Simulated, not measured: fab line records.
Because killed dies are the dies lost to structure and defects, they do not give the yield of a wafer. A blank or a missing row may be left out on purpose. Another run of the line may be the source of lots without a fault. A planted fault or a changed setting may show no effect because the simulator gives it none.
Which of the tools did it?    flow n5_finfet    Sampling: 24 lots, 72 wafers, 4 of 1938 route steps

WHAT EACH GAUGE READ, for each wafer
N5_HKMG_FIN_OVL_MEAS_50.
lot   measured      on          NDIPOLE_OVL (nm)
L074  day 4 02:05   overlay-01  0.8 0.0 -0.8
L075  day 4 08:37   overlay-02  -0.8 -0.2 -0.7
L076  day 4 12:43   overlay-02  -0.5 0.4 -0.2
L077  day 4 19:37   overlay-01  -0.1 -1.1 -0.6
L078  day 5 03:44   overlay-01  0.5 -0.4 1.1
L079  day 5 17:13   overlay-01  -0.4 -0.1 -0.7
L080  day 5 18:36   overlay-01  0.1 1.1 0.6
L081  day 6 00:13   overlay-01  1.1 0.7 0.3
L082  day 6 01:02   overlay-01  -0.1 0.1 -0.5
L083  day 6 07:52   overlay-02  0.1 0.4 -0.6
L084  day 6 11:35   overlay-01  -0.1 0.6 -0.4
L085  day 6 19:04   overlay-02  0.7 0.6 0.8
L086  day 7 01:13   overlay-01  -1.7 -1.2 -2.4
L087  day 7 05:00   overlay-02  -0.1 -0.9 0.4
L088  day 7 14:13   overlay-01  -0.5 0.6 0.2
L089  day 8 00:22   overlay-02  -0.9 -0.1 -0.6
L090  day 8 08:20   overlay-01  -0.8 -0.5 -0.4
L092  day 8 12:04   overlay-02  0.1 0.9 -0.8
L091  day 8 12:22   overlay-02  0.4 0.5 0.2
L093  day 8 18:47   overlay-02  -0.2 -0.9 0.2
L094  day 9 04:41   overlay-02  -0.7 0.1 -0.8
L095  day 9 14:37   overlay-01  -0.3 -0.5 0.0
L097  day 10 02:04  overlay-01  -0.6 -2.2 -1.4
L096  day 10 05:16  overlay-01  0.7 0.3 -0.1

N5_HKMG_FIN_OVL_MEAS_13.
lot   measured      on          NWFM_OVL (nm)
L074  day 4 05:31   overlay-01  0.0 0.3 0.3
L075  day 4 11:52   overlay-01  -2.4 -0.7 -1.7
L076  day 4 16:14   overlay-02  0.0 -0.3 0.5
L077  day 4 22:58   overlay-02  -0.4 0.9 0.6
L078  day 5 07:11   overlay-02  0.8 0.8 -0.8
L079  day 5 20:38   overlay-01  -0.4 -0.6 -1.1
L080  day 5 22:32   overlay-01  0.5 -0.3 -0.2
L081  day 6 04:02   overlay-01  0.4 -0.2 -1.0
L082  day 6 04:48   overlay-02  -0.4 -0.7 -1.2
L083  day 6 11:29   overlay-02  0.8 1.2 -0.1
L084  day 6 14:57   overlay-02  0.1 1.6 -0.1
L085  day 6 22:40   overlay-01  1.0 0.6 0.3
L086  day 7 05:03   overlay-01  -0.4 0.4 -0.4
L087  day 7 08:22   overlay-02  -1.3 1.5 -0.3
L088  day 7 17:52   overlay-01  0.8 0.7 -0.9
L089  day 8 03:44   overlay-02  0.1 -1.3 -1.5
L090  day 8 11:42   overlay-02  1.0 1.7 1.4
L092  day 8 15:43   overlay-02  -1.6 0.3 -1.5
L091  day 8 15:57   overlay-02  0.8 0.6 -0.4
L093  day 8 22:39   overlay-02  0.4 0.5 0.4
L094  day 9 08:06   overlay-02  0.0 -1.4 0.6
L095  day 9 18:23   overlay-02  0.5 -0.4 1.6
L097  day 10 05:29  overlay-01  1.0 0.7 1.6
L096  day 10 08:32  overlay-01  0.7 0.1 -0.6

EACH LOT AND THE TOOL THAT RAN IT (in order: tool; ch and the chambers of the sampled wafers; start)
lot   N5_SDB_CMP_30                  N5_HKMG_FIN_PWFM_ALD_03
L074  cmp-01 ch 2,3, day 4 00:10     ald_metal-04 ch 0,1,3, day 4 04:37
L075  cmp-01 ch 2,3, day 4 06:35     ald_metal-02 ch 0,2, day 4 11:07
L076  cmp-01 ch 0,1,3, day 4 10:50   ald_metal-02 ch 0,2, day 4 15:22
L077  cmp-01 ch 0,1,3, day 4 17:42   ald_metal-03 ch 1,2,3, day 4 22:14
L078  cmp-01 ch 0,1,3, day 5 02:05   ald_metal-02 ch 0,1, day 5 06:27
L079  cmp-04 ch 0,1,2, day 5 15:07   ald_metal-02 ch 2,3, day 5 19:53
L080  cmp-01 ch 0,2,3, day 5 16:50   ald_metal-02 ch 0,1, day 5 21:40
L081  cmp-03 ch 0,2,3, day 5 22:14   ald_metal-03 ch 0,2,3, day 6 03:10
L082  cmp-04 ch 1,2, day 5 23:12     ald_metal-04 ch 0,1,2, day 6 04:04
L083  cmp-03 ch 0,2,3, day 6 05:49   ald_metal-04 ch 0,2,3, day 6 10:35
L084  cmp-01 ch 0,1,3, day 6 09:38   ald_metal-03 ch 1,3, day 6 14:13
L085  cmp-01 ch 1,3, day 6 17:13     ald_metal-02 ch 0,2, day 6 21:48
L086  cmp-03 ch 0,2,3, day 6 23:27   ald_metal-03 ch 0,1,3, day 7 04:11
L087  cmp-04 ch 0,2, day 7 03:07     ald_metal-03 ch 1,3, day 7 07:30
L088  cmp-03 ch 1,2, day 7 12:26     ald_metal-04 ch 2,3, day 7 17:05
L089  cmp-03 ch 2,3, day 7 22:29     ald_metal-04 ch 0,1,2, day 8 02:53
L090  cmp-01 ch 1,2, day 8 06:27     ald_metal-04 ch 0,1,2, day 8 10:50
L092  cmp-01 ch 1,2,3, day 8 10:07   ald_metal-02 ch 1,2,3, day 8 14:51
L091  cmp-03 ch 0,1,3, day 8 10:37   ald_metal-03 ch 0,2,3, day 8 15:05
L093  cmp-01 ch 1,2,3, day 8 16:53   ald_metal-03 ch 1,2,3, day 8 21:47
L094  cmp-03 ch 0,1,3, day 9 02:52   ald_metal-02 ch 1,2, day 9 07:14
L095  cmp-04 ch 0,1,2, day 9 12:39   ald_metal-03 ch 0,2,3, day 9 17:31
L097  cmp-04 ch 0,3, day 10 00:09    ald_metal-02 ch 0,2, day 10 04:37
L096  cmp-01 ch 0,1,2, day 10 03:33  ald_metal-02 ch 0,2, day 10 07:47
- N5_SDB_CMP_30: polishes, stops on poly-Si, t overpolish 1.54 s, target thk 30 nm.
- N5_HKMG_FIN_PWFM_ALD_03: deposits TiN, target thk 2 nm, pulse time 1 s, purge time 3 s.

AS READ BY THE TOOLS THEMSELVES (means over the sampled wafers that have a number; for cases with no such wafer, the mark the record gives instead)
N5_SDB_CMP_30.
lot   tool    motor_current_A (A)  overpolish_run_s (s)  slurry_filter_dp_kPa (kPa)  time_to_endpoint_s (s)
L074  cmp-01  14.1                 1.539                 13.42                       19.5
L075  cmp-01  15.3                 1.545                 13.44                       16.6
L076  cmp-01  13.5                 1.544                 13.54                       18.6
L077  cmp-01  13.9                 1.527                 13.48                       18.4
L078  cmp-01  13.8                 1.536                 13.50                       18.0
L079  cmp-04  10.8                 1.535                 13.47                       18.2
L080  cmp-01  14.2                 1.544                 13.34                       15.7
L081  cmp-03  11.4                 1.537                 13.50                       13.0
L082  cmp-04  10.9                 1.546                 13.55                       22.3
L083  cmp-03  11.2                 1.534                 13.63                       16.8
L084  cmp-01  14.0                 1.536                 13.58                       17.7
L085  cmp-01  14.5                 1.534                 13.54                       18.3
L086  cmp-03  11.1                 1.539                 13.61                       16.5
L087  cmp-04  10.8                 1.546                 13.52                       18.4
L088  cmp-03  11.6                 1.544                 13.49                       18.8
L089  cmp-03  11.6                 1.548                 13.42                       15.4
L090  cmp-01  15.8                 1.546                 13.65                       17.3
L092  cmp-01  14.9                 1.544                 13.58                       17.7
L091  cmp-03  12.7                 1.545                 13.39                       15.1
L093  cmp-01  15.1                 1.539                 13.47                       16.5
L094  cmp-03  12.5                 1.540                 13.47                       14.7
L095  cmp-04  11.1                 1.545                 13.50                       20.3
L097  cmp-04  12.2                 1.548                 13.35                       18.9
L096  cmp-01  14.7                 1.540                 13.40                       17.6

N5_HKMG_FIN_PWFM_ALD_03.
lot   tool          heater_power_w (W)  precursor_pulse_height_rel
L074  ald_metal-04  889                 0.984
L075  ald_metal-02  854                 1.019
L076  ald_metal-02  858                 0.997
L077  ald_metal-03  951                 0.996
L078  ald_metal-02  912                 0.994
L079  ald_metal-02  877                 1.023
L080  ald_metal-02  868                 0.981
L081  ald_metal-03  855                 1.028
L082  ald_metal-04  856                 1.003
L083  ald_metal-04  890                 0.997
L084  ald_metal-03  1013                1.018
L085  ald_metal-02  848                 1.013
L086  ald_metal-03  915                 0.994
L087  ald_metal-03  1007                1.010
L088  ald_metal-04  873                 1.012
L089  ald_metal-04  855                 0.999
L090  ald_metal-04  860                 0.998
L092  ald_metal-02  910                 1.000
L091  ald_metal-03  835                 1.007
L093  ald_metal-03  929                 0.987
L094  ald_metal-02  899                 1.012
L095  ald_metal-03  840                 0.981
L097  ald_metal-02  832                 0.992
L096  ald_metal-02  845                 1.021

THE ANSWER, worked out from the rows above alone
Rule: the usual values come from the lots themselves. Put in order of their means at a reading, lots are off if they are a third of the lots or fewer, leave a main group of 4 or more, and stand apart from it by a gap of 3 or more times the standard deviation of the main group's means; of several such gaps the widest counts. A main group whose means are all the same, to the digits that the tables above print for the reading, isn't used. Also off: a lot with no number at a reading for which 4 or more lots have one. Where the step has rows for the other lots, those lots are counted as sound. First the gauges in route order, then the tools' own readings, where a lot's mean is used as printed above. At the first step where some lot is off, the reading lying furthest off is the one used; lots without a number count as furthest.
No lot is off at any reading shown: from this, nothing can be told.

WHAT THE SIMULATOR PUT IN
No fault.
